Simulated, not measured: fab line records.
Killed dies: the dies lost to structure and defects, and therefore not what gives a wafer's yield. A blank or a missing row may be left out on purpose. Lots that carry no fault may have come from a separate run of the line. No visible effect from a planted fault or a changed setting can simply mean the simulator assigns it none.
Chamber matching | flow nand-harc | 4 sister chambers for NHARC_P_ZERO_WELL_DESCUM_39 on rie-diel-13
The step chemistry O2, time 3 s. 4 wafers are shown with their chamber, then 8 later ones without.

== WAFERS WITH THEIR CHAMBER ==
wafer  | chamber | drypump-motor-current-A (A)
L089.1 | 3       | 5.0
L092.4 | 1       | 5.2
L092.6 | 2       | 5.7
L094.2 | 0       | 6.4

== WAFERS MISSING THEIR CHAMBER ==
wafer  | drypump-motor-current-A (A)
L094.5 | 6.4
L094.6 | 5.2
L095.1 | 5.7
L095.4 | 6.5
L095.5 | 5.0
L097.1 | 5.0
L097.2 | 5.2
L097.6 | 5.2

== EACH ONE'S CHAMBER ==
wafer  | from the rows above | in truth
L094.5 | 0                   | 0
L094.6 | 1                   | 1
L095.1 | 2                   | 2
L095.4 | 0                   | 0
L095.5 | 3                   | 3
L097.1 | 3                   | 3
L097.2 | 1                   | 1
L097.6 | 1                   | 1
Correct placement for 8 of the 8. From these rows, 0 cannot be placed. Wrongly placed: 0.
How it was worked out, from the rows above alone: a wafer's distance from a chamber is the root of the sum, over the readings, of the square of ((its reading less the chamber's mean) divided by the reading's scatter). If the next closest chamber is less than 2 further off than the closest, the wafer can't be placed; otherwise it belongs to the closest. The mean given for a chamber averages the wafers shown for that chamber. The scatter (one wafer shown for each chamber): square how far every hidden wafer sits from the nearest shown wafer, average those squares and take the square root.
